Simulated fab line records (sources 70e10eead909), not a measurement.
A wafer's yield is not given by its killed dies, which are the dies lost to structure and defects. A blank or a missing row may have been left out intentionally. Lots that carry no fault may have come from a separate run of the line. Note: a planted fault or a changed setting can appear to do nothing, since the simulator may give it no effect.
Matching of chambers | flow nand harc | NHARC_P_M1_STRIP_18 on rie diel-06: 4 sister chambers
The step strips in N2/H2. 16 wafers are shown with their chamber, then 8 later ones without.

== WAFERS, EACH WITH ITS CHAMBER ==
wafer  | chamber | showerhead plenum p Torr (Torr) | drypump motor current A (A) | rf vpp V (V)
L075.1 | 0       | 1.98                            | 5.0                         | 90.6
L075.5 | 3       | 2.12                            | 6.0                         | 93.5
L075.6 | 2       | 1.98                            | 5.8                         | 90.5
L078.1 | 2       | 1.98                            | 5.8                         | 89.4
L078.5 | 3       | 2.12                            | 5.9                         | 90.5
L078.6 | 2       | 1.98                            | 5.8                         | 90.9
L081.1 | 3       | 2.12                            | 5.9                         | 91.5
L081.4 | 1       | 1.90                            | 5.2                         | 89.3
L081.6 | 2       | 1.98                            | 5.8                         | 89.8
L084.2 | 0       | 1.97                            | 5.0                         | 89.4
L084.3 | 2       | 1.98                            | 5.8                         | 90.9
L084.5 | 1       | 1.90                            | 5.2                         | 88.9
L086.1 | 2       | 1.98                            | 5.8                         | 89.5
L086.3 | 3       | 2.12                            | 5.9                         | 92.0
L086.6 | 0       | 1.97                            | 5.0                         | 88.6
L091.1 | 0       | 1.97                            | 5.0                         | 89.9

SIGNATURES (averages over the wafers above)
reading                  | chamber 0 | chamber 1 | chamber 2 | chamber 3 | scatter within a chamber
showerhead plenum p Torr | 1.9725    | 1.9000    | 1.9800    | 2.1200    | 0.0025
drypump motor current A  | 5.000     | 5.200     | 5.800     | 5.925     | 0.025
rf vpp V                 | 89.625    | 89.100    | 90.167    | 91.875    | 0.878
Rule: for each reading, subtract the chamber's mean from the wafer's reading, divide by that reading's scatter and square the result; add these up over the readings and take the root, which gives the wafer's distance from the chamber. The wafer belongs to the nearest chamber; if the next one is less than 2 further off, it can't be placed. The scatter: take each reading less its chamber's mean, square it, sum over the shown wafers, divide by the number of wafers less the number of chambers, and take the root.

== WAFERS WITH NO CHAMBER GIVEN ==
wafer  | showerhead plenum p Torr (Torr) | drypump motor current A (A) | rf vpp V (V)
L091.5 | 1.89                            | 5.2                         | 89.3
L091.6 | 1.98                            | 5.8                         | 89.8
L093.1 | 2.12                            | 5.9                         | 91.4
L093.3 | 1.97                            | 5.0                         | 88.9
L093.4 | 1.89                            | 5.2                         | 89.6
L094.1 | 1.89                            | 5.2                         | 90.6
L094.3 | 2.12                            | 5.9                         | 91.1
L094.4 | 1.97                            | 5.0                         | 89.9

== WHICH CHAMBER EACH ONE RAN IN ==
wafer  | from the rows above | in truth
L091.5 | 1                   | 1
L091.6 | 2                   | 2
L093.1 | 3                   | 3
L093.3 | 0                   | 0
L093.4 | 1                   | 1
L094.1 | 1                   | 1
L094.3 | 3                   | 3
L094.4 | 0                   | 0
Correct placement for 8 of the 8. Can't be placed from these rows: 0. Wrongly placed: 0.
